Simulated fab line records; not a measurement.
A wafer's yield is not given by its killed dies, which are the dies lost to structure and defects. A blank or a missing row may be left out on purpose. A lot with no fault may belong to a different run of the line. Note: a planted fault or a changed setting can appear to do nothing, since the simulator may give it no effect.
A struck lot beside a sound one    flow nand-harc    13 steps out of a route of 1159
Sound: wafers L651.3, L651.5, L651.6. Struck: wafers L644.1, L644.2, L644.5. Last of all comes the cause.
Per side, at each step with rows, come the tool, then ch with its chambers, and then its first start. Under that, the readings that differ: sound wafers    struck wafers    difference of the means    sigmas: that difference in standard deviations of wafers without a fault.
alike: readings with means less than 2 such deviations apart, plus words and numbers identical on both sides. not compared: withheld readings, readings lacking a value on some wafer, bounds such as >300 that could conceal the same value, and numbers that have no deviation in the record and whose values overlap.
A row with sigmas, a row that says differs or no value, or rows on one side alone: a step with any of these is where the two part. Numbers that don't overlap but have no deviation are shown without sigmas and don't part them. A reading that every wafer of one side lacks parts them only if that side has two wafers or more.

NHARC_A_WL_FILL_INSPECT_15:
  struck on defect-inspect-01, day 18 11:49; sound on defect-inspect-02, day 19 17:49
reading           sound        struck       difference  sigmas
raw-defect-count  651 404 482  225 306 302  -235        -2
NHARC_A_CONTACT_DEP_24: deposits SiO2, target thk 500 nm.
  sound on pecvd-01 ch 0,1,2, day 19 18:02; struck on pecvd-04 ch 1,2, day 18 12:06
  alike: chamber-pressure-Torr, heater-power-w, throttle-valve-pct
NHARC_A_CONTACT_DEP_28: deposits aC, target thk 3600 nm.
  sound on acl-dep-03 ch 0, day 19 20:49; struck on acl-dep-01 ch 0, day 18 12:49
  alike: throttle-valve-pct
NHARC_A_CONTACT_DEP_29: deposits SiON, target thk 70 nm.
  sound on pecvd-04 ch 0,2, day 19 22:20; struck on pecvd-02 ch 1,2, day 18 15:03
  alike: chamber-pressure-Torr, heater-power-w
then, 7 steps without rows for these wafers: NHARC_A_CONTACT_DEHYDRATE_32 (time 120 s); NHARC_A_CONTACT_HMDS_33 (time 30 s); NHARC_A_CONTACT_COAT_34 (time 75 s); NHARC_A_CONTACT_COAT_35 (time 65 s); NHARC_A_CONTACT_COAT_36 (resist thk 90 nm); NHARC_A_CONTACT_SOFTBAKE_37 (time 55 s); NHARC_A_CONTACT_EBR_38.
NHARC_A_CONTACT_EXPOSE_39: exposes mask A CC 3.
  sound on arfi-scanner-02 ch 0, day 19 23:00; struck on arfi-scanner-02, day 18 15:37
  no value came back on the struck wafers for exposure-dose-mJ-cm2, focus-offset-nm (nm), na; on the sound wafers exposure-dose-mJ-cm2 reads 58.65 58.68 58.73
  alike: mask
then, 1 step without rows for these wafers: NHARC_A_CONTACT_PEB_40 (peb time 65 s).

== WHERE THEY PART ==
Last at NHARC_A_CONTACT_EXPOSE_39 as far as this record goes, first at NHARC_A_WL_FILL_INSPECT_15.

WHY: whatever the simulator had introduced
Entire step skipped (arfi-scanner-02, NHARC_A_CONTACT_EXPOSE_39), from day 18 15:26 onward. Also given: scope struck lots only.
